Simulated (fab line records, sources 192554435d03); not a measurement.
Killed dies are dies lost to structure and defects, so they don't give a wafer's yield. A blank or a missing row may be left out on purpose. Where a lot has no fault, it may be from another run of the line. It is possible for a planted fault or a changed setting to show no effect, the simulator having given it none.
fab line records / flow n5_finfet
[record] lots = 7 wafers = 39
route steps=1938 shown DUMMY_GATE@237 SD_EPI_N@293 HKMG_FIN@402 GATE_CUT@469 MOL_CONTACT_COAG@581
start_h: the number of hours between the record's first day and the start of the first shown wafer of the lot / wait_h: how many hours have passed since the lot's step before this one / " as in the row above / L1.1+2: a single row standing in for several wafers / - no value, or no start was given / * or withheld: withheld / < > ~ a bound
route shown NAME@n: names a module that has steps shown in the file, with the first one's number in the route / usual: the fault-free wafers' mean and standard deviation / same: alike in all rows / chamber/n: place in a boat / sites: each site's reading / _std_site: standard deviation of those values / _edge_site: the outer-site mean with the inner-site mean subtracted / radius_mm: how far each site lies from the wafer's centre / mask NAME#n: copy n / behind: tool/chamber where the wafer was last shaped / hold: what put the lot on hold/how long, in hours/how the hold closed / device: whichever transistor did not switch (one of n, p or np) / end of line: tests run on the same wafers once the route is complete / for a step that has no rows: nothing shown but its recipe / killed: dies that structure and defects cost at the first sort, which is not the same as the wafer's yield / map: a wafer's dies, marking killed ones x, the rest . and places with no die _
set.NAME: the setting that was run; set.NAME@STEP: the one run at that earlier step / model.NAME: the simulator's own value behind a step, which no gauge read
lots whose settings were changed on purpose; a table a step, a row a wafer
[[steps]]
[step N5_DUMMY_GATE_ETCH_37]
[recipe] chemistry = N2/H2 target = SOC target_depth_a = 600 overetch_a = 300 temp_c = 40 ion_energy_ev = 200 pressure_mtorr = 30 source_w = 840 bias_w = 150 n2_flow_sccm = 200 h2_flow_sccm = 200
[usual] rf_vpp_V = 524/3
lot.wafer=L078.1 tool=rie_diel-03 chamber=2 start_h=74.80 wait_h=0.0 set.source_w=901.6 rf_vpp_V=517
lot.wafer=L078.2 tool=rie_diel-03 chamber=0 start_h=74.80 wait_h=0.0 set.source_w=840 rf_vpp_V=525
lot.wafer=L078.3 tool=rie_diel-03 chamber=1 start_h=74.80 wait_h=0.0 set.source_w=901.6 rf_vpp_V=514
lot.wafer=L078.4 tool=rie_diel-03 chamber=3 start_h=74.80 wait_h=0.0 set.source_w=901.6 rf_vpp_V=516
lot.wafer=L078.5 tool=rie_diel-03 chamber=1 start_h=74.80 wait_h=0.0 set.source_w=840 rf_vpp_V=527
lot.wafer=L078.6 tool=rie_diel-03 chamber=0 start_h=74.80 wait_h=0.0 set.source_w=840 rf_vpp_V=524
lot.wafer=L081.2 tool=rie_diel-03 chamber=3 start_h=99.14 wait_h=0.0 set.source_w=840 rf_vpp_V=528
lot.wafer=L081.3 tool=rie_diel-03 chamber=2 start_h=99.14 wait_h=0.0 set.source_w=840 rf_vpp_V=528
lot.wafer=L081.4 tool=rie_diel-03 chamber=1 start_h=99.14 wait_h=0.0 set.source_w=840 rf_vpp_V=527
lot.wafer=L082.1 tool=rie_diel-02 chamber=0 start_h=99.38 wait_h=0.0 set.source_w=840 rf_vpp_V=522
lot.wafer=L082.2 tool=rie_diel-02 chamber=3 start_h=99.38 wait_h=0.0 set.source_w=840 rf_vpp_V=527
lot.wafer=L082.3 tool=rie_diel-02 chamber=1 start_h=99.38 wait_h=0.0 set.source_w=840 rf_vpp_V=521
lot.wafer=L082.4 tool=rie_diel-02 chamber=2 start_h=99.38 wait_h=0.0 set.source_w=840 rf_vpp_V=518
lot.wafer=L082.5 tool=rie_diel-02 chamber=3 start_h=99.38 wait_h=0.0 set.source_w=840 rf_vpp_V=527
lot.wafer=L082.6 tool=rie_diel-02 chamber=0 start_h=99.38 wait_h=0.0 set.source_w=840 rf_vpp_V=523
lot.wafer=L083.1 tool=rie_diel-06 chamber=3 start_h=102.96 wait_h=0.0 set.source_w=840 rf_vpp_V=524
lot.wafer=L083.2 tool=rie_diel-06 chamber=2 start_h=102.96 wait_h=0.0 set.source_w=941.3 rf_vpp_V=505
lot.wafer=L083.3 tool=rie_diel-06 chamber=1 start_h=102.96 wait_h=0.0 set.source_w=840 rf_vpp_V=527
lot.wafer=L083.4 tool=rie_diel-06 chamber=0 start_h=102.96 wait_h=0.0 set.source_w=840 rf_vpp_V=525
lot.wafer=L083.5 tool=rie_diel-06 chamber=0 start_h=102.96 wait_h=0.0 set.source_w=941.3 rf_vpp_V=505
lot.wafer=L083.6 tool=rie_diel-06 chamber=1 start_h=102.96 wait_h=0.0 set.source_w=941.3 rf_vpp_V=507
lot.wafer=L092.1 tool=rie_diel-02 chamber=1 start_h=155.25 wait_h=0.0 set.source_w=930.4 rf_vpp_V=504
lot.wafer=L092.2 tool=rie_diel-02 chamber=2 start_h=155.25 wait_h=0.0 set.source_w=840 rf_vpp_V=519
lot.wafer=L092.3 tool=rie_diel-02 chamber=0 start_h=155.25 wait_h=0.0 set.source_w=840 rf_vpp_V=522
lot.wafer=L092.4 tool=rie_diel-02 chamber=3 start_h=155.25 wait_h=0.0 set.source_w=840 rf_vpp_V=528
lot.wafer=L092.5 tool=rie_diel-02 chamber=2 start_h=155.25 wait_h=0.0 set.source_w=930.4 rf_vpp_V=502
lot.wafer=L092.6 tool=rie_diel-02 chamber=1 start_h=155.25 wait_h=0.0 set.source_w=930.4 rf_vpp_V=505
lot.wafer=L094.1 tool=rie_diel-02 chamber=0 start_h=170.95 wait_h=0.0 set.source_w=840 rf_vpp_V=525
lot.wafer=L094.2 tool=rie_diel-02 chamber=2 start_h=170.95 wait_h=0.0 set.source_w=840 rf_vpp_V=518
lot.wafer=L094.3 tool=rie_diel-02 chamber=3 start_h=170.95 wait_h=0.0 set.source_w=840 rf_vpp_V=526
lot.wafer=L094.4 tool=rie_diel-02 chamber=1 start_h=170.95 wait_h=0.0 set.source_w=840 rf_vpp_V=519
lot.wafer=L094.5 tool=rie_diel-02 chamber=3 start_h=170.95 wait_h=0.0 set.source_w=840 rf_vpp_V=526
lot.wafer=L094.6 tool=rie_diel-02 chamber=0 start_h=170.95 wait_h=0.0 set.source_w=840 rf_vpp_V=521
lot.wafer=L097.1 tool=rie_diel-06 chamber=0 start_h=185.16 wait_h=0.0 set.source_w=840 rf_vpp_V=524
lot.wafer=L097.2 tool=rie_diel-06 chamber=2 start_h=185.16 wait_h=0.0 set.source_w=785.7 rf_vpp_V=536
lot.wafer=L097.3 tool=rie_diel-06 chamber=3 start_h=185.16 wait_h=0.0 set.source_w=785.7 rf_vpp_V=534
lot.wafer=L097.4 tool=rie_diel-06 chamber=1 start_h=185.16 wait_h=0.0 set.source_w=785.7 rf_vpp_V=539
lot.wafer=L097.5 tool=rie_diel-06 chamber=1 start_h=185.16 wait_h=0.0 set.source_w=840 rf_vpp_V=525
lot.wafer=L097.6 tool=rie_diel-06 chamber=0 start_h=185.16 wait_h=0.0 set.source_w=840 rf_vpp_V=524
[step N5_SD_EPI_N_LINER_46]
[recipe] material = SiNx target_thk_a = 30 temp_c = 400 ald_precursor_family = SiH2I2 ald_co_reactant = N2/H2-plasma pressure_torr = 2
lot.wafer=L078.1+3+5 tool=ald_sin-04 chamber=3,0,0 start_h=81.91 wait_h=0.2 set.target_thk_a=32.57 model.SiNx_of_SD_EPI_N_LINER_46.thk_nm=3.2
lot.wafer=L078.2+4+6 tool=ald_sin-04 chamber=2,1,1 start_h=81.91 wait_h=0.2 set.target_thk_a=30 model.SiNx_of_SD_EPI_N_LINER_46.thk_nm=3
lot.wafer=L081.2+3+4 tool=ald_sin-04 chamber=0,1,3 start_h=104.99 wait_h=0.1 set.target_thk_a=30 model.SiNx_of_SD_EPI_N_LINER_46.thk_nm=3
lot.wafer=L082.1+2+5 tool=ald_sin-04 chamber=0,3,2 start_h=105.55 wait_h=0.2 set.target_thk_a=34.08 model.SiNx_of_SD_EPI_N_LINER_46.thk_nm=3.4
lot.wafer=L082.3+4+6 tool=ald_sin-04 chamber=1,2,1 start_h=105.55 wait_h=0.2 set.target_thk_a=30 model.SiNx_of_SD_EPI_N_LINER_46.thk_nm=3
lot.wafer=L083.1+2+3+4+5+6 tool=ald_sin-04 chamber=2,1,0,3,1,0 start_h=108.76 wait_h=0.2 set.target_thk_a=30 model.SiNx_of_SD_EPI_N_LINER_46.thk_nm=3
lot.wafer=L092.1+3+6 tool=ald_sin-03 chamber=1,0,3 start_h=161.81 wait_h=0.4 set.target_thk_a=30 model.SiNx_of_SD_EPI_N_LINER_46.thk_nm=3
lot.wafer=L092.2+4+5 tool=ald_sin-03 chamber=2,3,0 start_h=161.81 wait_h=0.4 set.target_thk_a=34.55 model.SiNx_of_SD_EPI_N_LINER_46.thk_nm=3.4
lot.wafer=L094.1+3+6 tool=ald_sin-03 chamber=1,3,1 start_h=177.65 wait_h=0.2 set.target_thk_a=30 model.SiNx_of_SD_EPI_N_LINER_46.thk_nm=3
lot.wafer=L094.2+4+5 tool=ald_sin-03 chamber=0,2,2 start_h=177.65 wait_h=0.2 set.target_thk_a=31.6 model.SiNx_of_SD_EPI_N_LINER_46.thk_nm=3.2
lot.wafer=L097.1+3+5 tool=ald_sin-04 chamber=2,0,2 start_h=191.04 wait_h=0.2 set.target_thk_a=32.81 model.SiNx_of_SD_EPI_N_LINER_46.thk_nm=3.2
lot.wafer=L097.2+4+6 tool=ald_sin-04 chamber=3,1,1 start_h=191.04 wait_h=0.2 set.target_thk_a=30 model.SiNx_of_SD_EPI_N_LINER_46.thk_nm=3
[step N5_HKMG_FIN_ETCH_54]
[recipe] chemistry = CF4 target = SiARC target_depth_a = 455 mask_material = CAR-ArF time_s = 75.8 ion_energy_ev = 80 pressure_mtorr = 40 source_w = 545 bias_w = 36 Ar_flow_sccm = 100 cf4_flow_sccm = 100 ends = cleared
[usual] rf_vpp_V = 184.1/1.3
lot.wafer=L078.1 tool=rie_diel-01 chamber=1 start_h=100.54 wait_h=0.0 set.source_w=545 rf_vpp_V=185.6
lot.wafer=L078.2 tool=rie_diel-01 chamber=3 start_h=100.54 wait_h=0.0 set.source_w=545 rf_vpp_V=182.4
lot.wafer=L078.3 tool=rie_diel-01 chamber=2 start_h=100.54 wait_h=0.0 set.source_w=545 rf_vpp_V=182.8
lot.wafer=L078.4 tool=rie_diel-01 chamber=0 start_h=100.54 wait_h=0.0 set.source_w=545 rf_vpp_V=182.2
lot.wafer=L078.5 tool=rie_diel-01 chamber=0 start_h=100.54 wait_h=0.0 set.source_w=545 rf_vpp_V=184.8
lot.wafer=L078.6 tool=rie_diel-01 chamber=3 start_h=100.54 wait_h=0.0 set.source_w=545 rf_vpp_V=184.6
lot.wafer=L081.2 tool=rie_diel-04 chamber=3 start_h=122.55 wait_h=0.0 set.source_w=545 rf_vpp_V=185.9
lot.wafer=L081.3 tool=rie_diel-04 chamber=2 start_h=122.55 wait_h=0.0 set.source_w=545 rf_vpp_V=185.2
lot.wafer=L081.4 tool=rie_diel-04 chamber=1 start_h=122.55 wait_h=0.0 set.source_w=545 rf_vpp_V=185.7
lot.wafer=L082.1 tool=rie_diel-04 chamber=0 start_h=124.87 wait_h=0.0 set.source_w=545 rf_vpp_V=183.9
lot.wafer=L082.2 tool=rie_diel-04 chamber=2 start_h=124.87 wait_h=0.0 set.source_w=545 rf_vpp_V=185.4
lot.wafer=L082.3 tool=rie_diel-04 chamber=1 start_h=124.87 wait_h=0.0 set.source_w=545 rf_vpp_V=186.1
lot.wafer=L082.4 tool=rie_diel-04 chamber=3 start_h=124.87 wait_h=0.0 set.source_w=460.5 rf_vpp_V=197.4
lot.wafer=L082.5 tool=rie_diel-04 chamber=2 start_h=124.87 wait_h=0.0 set.source_w=460.5 rf_vpp_V=194.8
lot.wafer=L082.6 tool=rie_diel-04 chamber=1 start_h=124.87 wait_h=0.0 set.source_w=460.5 rf_vpp_V=195.8
lot.wafer=L083.1 tool=rie_diel-01 chamber=1 start_h=126.66 wait_h=0.0 set.source_w=545 rf_vpp_V=184.0
lot.wafer=L083.2 tool=rie_diel-01 chamber=3 start_h=126.66 wait_h=0.0 set.source_w=587.3 rf_vpp_V=178.3
lot.wafer=L083.3 tool=rie_diel-01 chamber=2 start_h=126.66 wait_h=0.0 set.source_w=545 rf_vpp_V=183.1
lot.wafer=L083.4 tool=rie_diel-01 chamber=0 start_h=126.66 wait_h=0.0 set.source_w=587.3 rf_vpp_V=179.6
lot.wafer=L083.5 tool=rie_diel-01 chamber=2 start_h=126.66 wait_h=0.0 set.source_w=587.3 rf_vpp_V=177.2
lot.wafer=L083.6 tool=rie_diel-01 chamber=1 start_h=126.66 wait_h=0.0 set.source_w=545 rf_vpp_V=185.5
lot.wafer=L092.1 tool=rie_diel-01 chamber=2 start_h=181.44 wait_h=0.0 set.source_w=545 rf_vpp_V=181.3
lot.wafer=L092.2 tool=rie_diel-01 chamber=1 start_h=181.44 wait_h=0.0 set.source_w=545 rf_vpp_V=185.5
lot.wafer=L092.3 tool=rie_diel-01 chamber=0 start_h=181.44 wait_h=0.0 set.source_w=545 rf_vpp_V=184.7
lot.wafer=L092.4 tool=rie_diel-01 chamber=3 start_h=181.44 wait_h=0.0 set.source_w=545 rf_vpp_V=181.3
lot.wafer=L092.5 tool=rie_diel-01 chamber=1 start_h=181.44 wait_h=0.0 set.source_w=545 rf_vpp_V=184.9
lot.wafer=L092.6 tool=rie_diel-01 chamber=2 start_h=181.44 wait_h=0.0 set.source_w=545 rf_vpp_V=182.7
lot.wafer=L094.1 tool=rie_diel-01 chamber=0 start_h=195.99 wait_h=0.0 set.source_w=630.6 rf_vpp_V=175.3
lot.wafer=L094.2 tool=rie_diel-01 chamber=2 start_h=195.99 wait_h=0.0 set.source_w=545 rf_vpp_V=181.9
lot.wafer=L094.3 tool=rie_diel-01 chamber=1 start_h=195.99 wait_h=0.0 set.source_w=630.6 rf_vpp_V=176.3
lot.wafer=L094.4 tool=rie_diel-01 chamber=3 start_h=195.99 wait_h=0.0 set.source_w=545 rf_vpp_V=184.2
lot.wafer=L094.5 tool=rie_diel-01 chamber=2 start_h=195.99 wait_h=0.0 set.source_w=630.6 rf_vpp_V=173.6
lot.wafer=L094.6 tool=rie_diel-01 chamber=3 start_h=195.99 wait_h=0.0 set.source_w=545 rf_vpp_V=182.8
lot.wafer=L097.1 tool=rie_diel-05 chamber=3 start_h=210.02 wait_h=0.0 set.source_w=545 rf_vpp_V=181.5
lot.wafer=L097.2 tool=rie_diel-05 chamber=1 start_h=210.02 wait_h=0.0 set.source_w=545 rf_vpp_V=185.5
lot.wafer=L097.3 tool=rie_diel-05 chamber=2 start_h=210.02 wait_h=0.0 set.source_w=545 rf_vpp_V=185.0
lot.wafer=L097.4 tool=rie_diel-05 chamber=0 start_h=210.02 wait_h=0.0 set.source_w=545 rf_vpp_V=183.9
lot.wafer=L097.5 tool=rie_diel-05 chamber=1 start_h=210.02 wait_h=0.0 set.source_w=545 rf_vpp_V=184.6
lot.wafer=L097.6 tool=rie_diel-05 chamber=2 start_h=210.02 wait_h=0.0 set.source_w=545 rf_vpp_V=184.0
[step N5_GATE_CUT_ETCH_58]
[recipe] chemistry = CH3F/O2 target = SiNx target_depth_a = 170 time_s = 128.6 ion_energy_ev = 50 pressure_mtorr = 30 source_w = 415 bias_w = 21 Ar_flow_sccm = 150 CH3F_flow_sccm = 30 O2_flow_sccm = 20
[usual] rf_vpp_V = 99.3/1.1
lot.wafer=L078.1 tool=rie_diel-06 chamber=2 start_h=108.80 wait_h=0.0 set.bias_w=21 rf_vpp_V=100.0 model.etch.depth_nm=16.69
lot.wafer=L078.2 tool=rie_diel-06 chamber=0 start_h=108.80 wait_h=0.0 set.bias_w=21 rf_vpp_V=99.9 model.etch.depth_nm=16.99
lot.wafer=L078.3 tool=rie_diel-06 chamber=1 start_h=108.80 wait_h=0.0 set.bias_w=25.02 rf_vpp_V=113.2 model.etch.depth_nm=17.99
lot.wafer=L078.4 tool=rie_diel-06 chamber=3 start_h=108.80 wait_h=0.0 set.bias_w=25.02 rf_vpp_V=109.5 model.etch.depth_nm=18.31
lot.wafer=L078.5 tool=rie_diel-06 chamber=1 start_h=108.80 wait_h=0.0 set.bias_w=21 rf_vpp_V=100.3 model.etch.depth_nm=16.54
lot.wafer=L078.6 tool=rie_diel-06 chamber=0 start_h=108.80 wait_h=0.0 set.bias_w=25.02 rf_vpp_V=112.7 model.etch.depth_nm=18.34
lot.wafer=L081.2 tool=rie_diel-02 chamber=3 start_h=130.62 wait_h=0.0 set.bias_w=21 rf_vpp_V=99.2 model.etch.depth_nm=16.9
lot.wafer=L081.3 tool=rie_diel-02 chamber=2 start_h=130.62 wait_h=0.0 set.bias_w=21 rf_vpp_V=98.3 model.etch.depth_nm=16.85
lot.wafer=L081.4 tool=rie_diel-02 chamber=1 start_h=130.62 wait_h=0.0 set.bias_w=21 rf_vpp_V=98.0 model.etch.depth_nm=17.36
lot.wafer=L082.1 tool=rie_diel-03 chamber=1 start_h=132.94 wait_h=0.0 set.bias_w=21 rf_vpp_V=98.8 model.etch.depth_nm=17.11
lot.wafer=L082.2 tool=rie_diel-03 chamber=3 start_h=132.94 wait_h=0.0 set.bias_w=21 rf_vpp_V=100.3 model.etch.depth_nm=17.32
lot.wafer=L082.3 tool=rie_diel-03 chamber=0 start_h=132.94 wait_h=0.0 set.bias_w=21 rf_vpp_V=97.7 model.etch.depth_nm=18.46
lot.wafer=L082.4 tool=rie_diel-03 chamber=2 start_h=132.94 wait_h=0.0 set.bias_w=21 rf_vpp_V=100.4 model.etch.depth_nm=17.48
lot.wafer=L082.5 tool=rie_diel-03 chamber=2 start_h=132.94 wait_h=0.0 set.bias_w=21 rf_vpp_V=99.2 model.etch.depth_nm=17.37
lot.wafer=L082.6 tool=rie_diel-03 chamber=3 start_h=132.94 wait_h=0.0 set.bias_w=21 rf_vpp_V=100.0 model.etch.depth_nm=17.18
lot.wafer=L083.1 tool=rie_diel-06 chamber=2 start_h=135.34 wait_h=0.0 set.bias_w=23.96 rf_vpp_V=109.5 model.etch.depth_nm=17.57
lot.wafer=L083.2 tool=rie_diel-06 chamber=1 start_h=135.34 wait_h=0.0 set.bias_w=23.96 rf_vpp_V=109.5 model.etch.depth_nm=17.58
lot.wafer=L083.3 tool=rie_diel-06 chamber=0 start_h=135.34 wait_h=0.0 set.bias_w=23.96 rf_vpp_V=107.6 model.etch.depth_nm=18.09
lot.wafer=L083.4 tool=rie_diel-06 chamber=3 start_h=135.34 wait_h=0.0 set.bias_w=21 rf_vpp_V=99.4 model.etch.depth_nm=17.08
lot.wafer=L083.5 tool=rie_diel-06 chamber=1 start_h=135.34 wait_h=0.0 set.bias_w=21 rf_vpp_V=99.2 model.etch.depth_nm=16.46
lot.wafer=L083.6 tool=rie_diel-06 chamber=2 start_h=135.34 wait_h=0.0 set.bias_w=21 rf_vpp_V=100.7 model.etch.depth_nm=16.51
lot.wafer=L092.1 tool=rie_diel-06 chamber=1 start_h=190.80 wait_h=0.0 set.bias_w=21 rf_vpp_V=99.9 model.etch.depth_nm=16.59
lot.wafer=L092.2 tool=rie_diel-06 chamber=2 start_h=190.80 wait_h=0.0 set.bias_w=21 rf_vpp_V=100.7 model.etch.depth_nm=16.92
lot.wafer=L092.3 tool=rie_diel-06 chamber=3 start_h=190.80 wait_h=0.0 set.bias_w=17 rf_vpp_V=85.3 model.etch.depth_nm=15.62
lot.wafer=L092.4 tool=rie_diel-06 chamber=0 start_h=190.80 wait_h=0.0 set.bias_w=17 rf_vpp_V=87.8 model.etch.depth_nm=15.55
lot.wafer=L092.5 tool=rie_diel-06 chamber=1 start_h=190.80 wait_h=0.0 set.bias_w=21 rf_vpp_V=99.9 model.etch.depth_nm=16.57
lot.wafer=L092.6 tool=rie_diel-06 chamber=2 start_h=190.80 wait_h=0.0 set.bias_w=17 rf_vpp_V=87.6 model.etch.depth_nm=15.58
lot.wafer=L094.1 tool=rie_diel-06 chamber=2 start_h=204.69 wait_h=0.1 set.bias_w=21 rf_vpp_V=99.4 model.etch.depth_nm=16.8
lot.wafer=L094.2 tool=rie_diel-06 chamber=0 start_h=204.69 wait_h=0.1 set.bias_w=21 rf_vpp_V=99.3 model.etch.depth_nm=17.2
lot.wafer=L094.3 tool=rie_diel-06 chamber=3 start_h=204.69 wait_h=0.1 set.bias_w=17.36 rf_vpp_V=86.8 model.etch.depth_nm=15.64
lot.wafer=L094.4 tool=rie_diel-06 chamber=1 start_h=204.69 wait_h=0.1 set.bias_w=17.36 rf_vpp_V=87.9 model.etch.depth_nm=15.41
lot.wafer=L094.5 tool=rie_diel-06 chamber=1 start_h=204.69 wait_h=0.1 set.bias_w=21 rf_vpp_V=100.1 model.etch.depth_nm=16.53
lot.wafer=L094.6 tool=rie_diel-06 chamber=0 start_h=204.69 wait_h=0.1 set.bias_w=17.36 rf_vpp_V=87.7 model.etch.depth_nm=15.7
lot.wafer=L097.1 tool=rie_diel-02 chamber=1 start_h=218.32 wait_h=0.1 set.bias_w=21 rf_vpp_V=99.1 model.etch.depth_nm=17.08
lot.wafer=L097.2 tool=rie_diel-02 chamber=2 start_h=218.32 wait_h=0.1 set.bias_w=21 rf_vpp_V=97.7 model.etch.depth_nm=17
lot.wafer=L097.3 tool=rie_diel-02 chamber=3 start_h=218.32 wait_h=0.1 set.bias_w=24.21 rf_vpp_V=109.5 model.etch.depth_nm=17.89
lot.wafer=L097.4 tool=rie_diel-02 chamber=1 start_h=218.32 wait_h=0.1 set.bias_w=24.21 rf_vpp_V=107.3 model.etch.depth_nm=18.03
lot.wafer=L097.5 tool=rie_diel-02 chamber=2 start_h=218.32 wait_h=0.1 set.bias_w=21 rf_vpp_V=97.8 model.etch.depth_nm=17.09
lot.wafer=L097.6 tool=rie_diel-02 chamber=3 start_h=218.32 wait_h=0.1 set.bias_w=24.21 rf_vpp_V=109.1 model.etch.depth_nm=18.02
[step N5_MOL_CONTACT_COAG_ETCH_91]
[recipe] chemistry = N2/H2 target = SOC target_depth_a = 600 overetch_a = 210 mask_material = SiARC temp_c = 40 time_s = 101.2 ion_energy_ev = 200 pressure_mtorr = 30 source_w = 840 bias_w = 150 n2_flow_sccm = 200 h2_flow_sccm = 200
[usual] rf_vpp_V = 523.8/2
lot.wafer=L078.1 tool=rie_diel-01 chamber=3 start_h=126.10 wait_h=0.0 set.source_w=840 rf_vpp_V=520.7
lot.wafer=L078.2 tool=rie_diel-01 chamber=0 start_h=126.10 wait_h=0.0 set.source_w=979.9 rf_vpp_V=498.0
lot.wafer=L078.3 tool=rie_diel-01 chamber=2 start_h=126.10 wait_h=0.0 set.source_w=979.9 rf_vpp_V=494.3
lot.wafer=L078.4 tool=rie_diel-01 chamber=1 start_h=126.10 wait_h=0.0 set.source_w=979.9 rf_vpp_V=499.9
lot.wafer=L078.5 tool=rie_diel-01 chamber=3 start_h=126.10 wait_h=0.0 set.source_w=840 rf_vpp_V=521.7
lot.wafer=L078.6 tool=rie_diel-01 chamber=2 start_h=126.10 wait_h=0.0 set.source_w=840 rf_vpp_V=521.3
lot.wafer=L081.2 tool=rie_diel-04 chamber=2 start_h=148.49 wait_h=0.0 set.source_w=840 rf_vpp_V=523.7
lot.wafer=L081.3 tool=rie_diel-04 chamber=3 start_h=148.49 wait_h=0.0 set.source_w=840 rf_vpp_V=525.7
lot.wafer=L081.4 tool=rie_diel-04 chamber=1 start_h=148.49 wait_h=0.0 set.source_w=840 rf_vpp_V=524.0
lot.wafer=L082.1 tool=rie_diel-04 chamber=1 start_h=150.85 wait_h=0.0 set.source_w=840 rf_vpp_V=524.5
lot.wafer=L082.2 tool=rie_diel-04 chamber=0 start_h=150.85 wait_h=0.0 set.source_w=898 rf_vpp_V=511.7
lot.wafer=L082.3 tool=rie_diel-04 chamber=3 start_h=150.85 wait_h=0.0 set.source_w=840 rf_vpp_V=524.4
lot.wafer=L082.4 tool=rie_diel-04 chamber=2 start_h=150.85 wait_h=0.0 set.source_w=898 rf_vpp_V=512.9
lot.wafer=L082.5 tool=rie_diel-04 chamber=2 start_h=150.85 wait_h=0.0 set.source_w=898 rf_vpp_V=513.3
lot.wafer=L082.6 tool=rie_diel-04 chamber=3 start_h=150.85 wait_h=0.0 set.source_w=840 rf_vpp_V=526.7
lot.wafer=L083.1 tool=rie_diel-04 chamber=3 start_h=154.82 wait_h=0.0 set.source_w=840 rf_vpp_V=526.1
lot.wafer=L083.2 tool=rie_diel-04 chamber=2 start_h=154.82 wait_h=0.0 set.source_w=748.5 rf_vpp_V=544.4
lot.wafer=L083.3 tool=rie_diel-04 chamber=1 start_h=154.82 wait_h=0.0 set.source_w=748.5 rf_vpp_V=546.0
lot.wafer=L083.4 tool=rie_diel-04 chamber=0 start_h=154.82 wait_h=0.0 set.source_w=748.5 rf_vpp_V=543.5
lot.wafer=L083.5 tool=rie_diel-04 chamber=1 start_h=154.82 wait_h=0.0 set.source_w=840 rf_vpp_V=524.2
lot.wafer=L083.6 tool=rie_diel-04 chamber=2 start_h=154.82 wait_h=0.0 set.source_w=840 rf_vpp_V=525.5
lot.wafer=L092.1 tool=rie_diel-04 chamber=0 start_h=209.14 wait_h=0.0 set.source_w=840 rf_vpp_V=522.7
lot.wafer=L092.2 tool=rie_diel-04 chamber=2 start_h=209.14 wait_h=0.0 set.source_w=701.7 rf_vpp_V=557.4
lot.wafer=L092.3 tool=rie_diel-04 chamber=1 start_h=209.14 wait_h=0.0 set.source_w=840 rf_vpp_V=525.7
lot.wafer=L092.4 tool=rie_diel-04 chamber=1 start_h=209.14 wait_h=0.0 set.source_w=840 rf_vpp_V=525.0
lot.wafer=L092.5 tool=rie_diel-04 chamber=2 start_h=209.14 wait_h=0.0 set.source_w=701.7 rf_vpp_V=556.2
lot.wafer=L092.6 tool=rie_diel-04 chamber=0 start_h=209.14 wait_h=0.0 set.source_w=701.7 rf_vpp_V=554.6
lot.wafer=L094.1 tool=rie_diel-01 chamber=0 start_h=224.25 wait_h=0.0 set.source_w=840 rf_vpp_V=522.9
lot.wafer=L094.2 tool=rie_diel-01 chamber=3 start_h=224.25 wait_h=0.0 set.source_w=840 rf_vpp_V=522.0
lot.wafer=L094.3 tool=rie_diel-01 chamber=1 start_h=224.25 wait_h=0.0 set.source_w=840 rf_vpp_V=526.5
lot.wafer=L094.4 tool=rie_diel-01 chamber=2 start_h=224.25 wait_h=0.0 set.source_w=840 rf_vpp_V=520.6
lot.wafer=L094.5 tool=rie_diel-01 chamber=0 start_h=224.25 wait_h=0.0 set.source_w=840 rf_vpp_V=524.5
lot.wafer=L094.6 tool=rie_diel-01 chamber=3 start_h=224.25 wait_h=0.0 set.source_w=840 rf_vpp_V=520.2
lot.wafer=L097.1 tool=rie_diel-01 chamber=1 start_h=239.78 wait_h=0.0 set.source_w=840 rf_vpp_V=526.8
lot.wafer=L097.2 tool=rie_diel-01 chamber=0 start_h=239.78 wait_h=0.0 set.source_w=840 rf_vpp_V=524.6
lot.wafer=L097.3 tool=rie_diel-01 chamber=3 start_h=239.78 wait_h=0.0 set.source_w=840 rf_vpp_V=521.0
lot.wafer=L097.4 tool=rie_diel-01 chamber=1 start_h=239.78 wait_h=0.0 set.source_w=840 rf_vpp_V=527.2
lot.wafer=L097.5 tool=rie_diel-01 chamber=3 start_h=239.78 wait_h=0.0 set.source_w=840 rf_vpp_V=520.9
lot.wafer=L097.6 tool=rie_diel-01 chamber=0 start_h=239.78 wait_h=0.0 set.source_w=840 rf_vpp_V=523.4
[[key]]
[split] step = N5_DUMMY_GATE_ETCH_37 setting = source_w stated = 840 by = wafer
[response] step = N5_DUMMY_GATE_ETCH_37 reading = rf_vpp_V change = -1.65 per = 1% r = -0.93
[split] step = N5_SD_EPI_N_LINER_46 setting = target_thk_a stated = 30 by = wafer
[response] step = N5_SD_EPI_N_LINER_46 reading = model.SiNx_of_SD_EPI_N_LINER_46.thk_nm change = +0.0267 per = 1% r = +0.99
[split] step = N5_HKMG_FIN_ETCH_54 setting = source_w stated = 545 by = wafer
[response] step = N5_HKMG_FIN_ETCH_54 reading = rf_vpp_V change = -0.616 per = 1% r = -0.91
[split] step = N5_GATE_CUT_ETCH_58 setting = bias_w stated = 21 by = wafer
[response] step = N5_GATE_CUT_ETCH_58 reading = rf_vpp_V change = +0.667 per = 1% r = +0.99
[response] step = N5_GATE_CUT_ETCH_58 reading = model.etch.depth_nm change = +0.0686 per = 1% r = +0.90
[split] step = N5_MOL_CONTACT_COAG_ETCH_91 setting = source_w stated = 840 by = wafer
[response] step = N5_MOL_CONTACT_COAG_ETCH_91 reading = rf_vpp_V change = -1.7 per = 1% r = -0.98
